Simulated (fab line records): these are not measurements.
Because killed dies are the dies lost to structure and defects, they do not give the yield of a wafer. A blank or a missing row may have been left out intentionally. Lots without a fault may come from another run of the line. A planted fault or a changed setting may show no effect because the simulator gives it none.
Matching of chambers || flow nand-harc || 4 sister chambers for NHARC_A_STAIRCASE_TRIM_220 on rie-diel-09
The step chemistry O2, time 211.2 s. 8 wafers are shown with their chamber, then 12 later ones without.

## EACH WAFER AND ITS CHAMBER
{"wafer": "L082.4", "chamber": 1, "drypump-motor-current-A (A)": 5.7, "showerhead-plenum-p-Torr (Torr)": 3.49}
{"wafer": "L082.5", "chamber": 3, "drypump-motor-current-A (A)": 6.6, "showerhead-plenum-p-Torr (Torr)": 3.53}
{"wafer": "L084.1", "chamber": 2, "drypump-motor-current-A (A)": 5.5, "showerhead-plenum-p-Torr (Torr)": 3.60}
{"wafer": "L084.2", "chamber": 0, "drypump-motor-current-A (A)": 5.7, "showerhead-plenum-p-Torr (Torr)": 3.46}
{"wafer": "L084.4", "chamber": 3, "drypump-motor-current-A (A)": 6.6, "showerhead-plenum-p-Torr (Torr)": 3.52}
{"wafer": "L085.3", "chamber": 2, "drypump-motor-current-A (A)": 5.5, "showerhead-plenum-p-Torr (Torr)": 3.60}
{"wafer": "L085.4", "chamber": 1, "drypump-motor-current-A (A)": 5.7, "showerhead-plenum-p-Torr (Torr)": 3.49}
{"wafer": "L085.6", "chamber": 0, "drypump-motor-current-A (A)": 5.8, "showerhead-plenum-p-Torr (Torr)": 3.46}

## WAFERS WITH NO CHAMBER GIVEN
{"wafer": "L090.1", "drypump-motor-current-A (A)": 5.7, "showerhead-plenum-p-Torr (Torr)": 3.48}
{"wafer": "L090.5", "drypump-motor-current-A (A)": 6.6, "showerhead-plenum-p-Torr (Torr)": 3.51}
{"wafer": "L090.6", "drypump-motor-current-A (A)": 5.7, "showerhead-plenum-p-Torr (Torr)": 3.48}
{"wafer": "L093.1", "drypump-motor-current-A (A)": 5.7, "showerhead-plenum-p-Torr (Torr)": 3.45}
{"wafer": "L093.2", "drypump-motor-current-A (A)": 6.6, "showerhead-plenum-p-Torr (Torr)": 3.51}
{"wafer": "L093.4", "drypump-motor-current-A (A)": 5.5, "showerhead-plenum-p-Torr (Torr)": 3.58}
{"wafer": "L095.1", "drypump-motor-current-A (A)": 5.8, "showerhead-plenum-p-Torr (Torr)": 3.45}
{"wafer": "L095.2", "drypump-motor-current-A (A)": 6.6, "showerhead-plenum-p-Torr (Torr)": 3.50}
{"wafer": "L095.4", "drypump-motor-current-A (A)": 5.5, "showerhead-plenum-p-Torr (Torr)": 3.58}
{"wafer": "L095.3", "drypump-motor-current-A (A)": 5.7, "showerhead-plenum-p-Torr (Torr)": 3.47}
{"wafer": "L095.5", "drypump-motor-current-A (A)": 5.8, "showerhead-plenum-p-Torr (Torr)": 3.45}
{"wafer": "L095.6", "drypump-motor-current-A (A)": 6.6, "showerhead-plenum-p-Torr (Torr)": 3.50}

## WHICH CHAMBER EACH WENT THROUGH
{"wafer": "L090.1", "from the rows above": 1, "in truth": 1}
{"wafer": "L090.5", "from the rows above": 3, "in truth": 3}
{"wafer": "L090.6", "from the rows above": 1, "in truth": 1}
{"wafer": "L093.1", "from the rows above": 0, "in truth": 0}
{"wafer": "L093.2", "from the rows above": 3, "in truth": 3}
{"wafer": "L093.4", "from the rows above": 2, "in truth": 2}
{"wafer": "L095.1", "from the rows above": 0, "in truth": 0}
{"wafer": "L095.2", "from the rows above": 3, "in truth": 3}
{"wafer": "L095.4", "from the rows above": 2, "in truth": 2}
{"wafer": "L095.3", "from the rows above": 0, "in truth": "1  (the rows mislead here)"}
{"wafer": "L095.5", "from the rows above": 0, "in truth": 0}
{"wafer": "L095.6", "from the rows above": 3, "in truth": 3}
Correct placement for 11 of the 12. Left unplaced by these rows: 0. 1 placed wrongly.
How it was worked out, from the rows above alone: a wafer's distance from a chamber is the root of the sum, over the readings, of the square of ((its reading less the chamber's mean) divided by the reading's scatter). The wafer belongs to the nearest chamber; if the next one is less than 2 further off, it can't be placed. For every chamber, the mean is computed from those of its wafers that are shown. How the scatter is found: for the shown wafers, subtract from each reading the mean of its chamber, square and add these, divide the total by (wafers less chambers), then take the root.
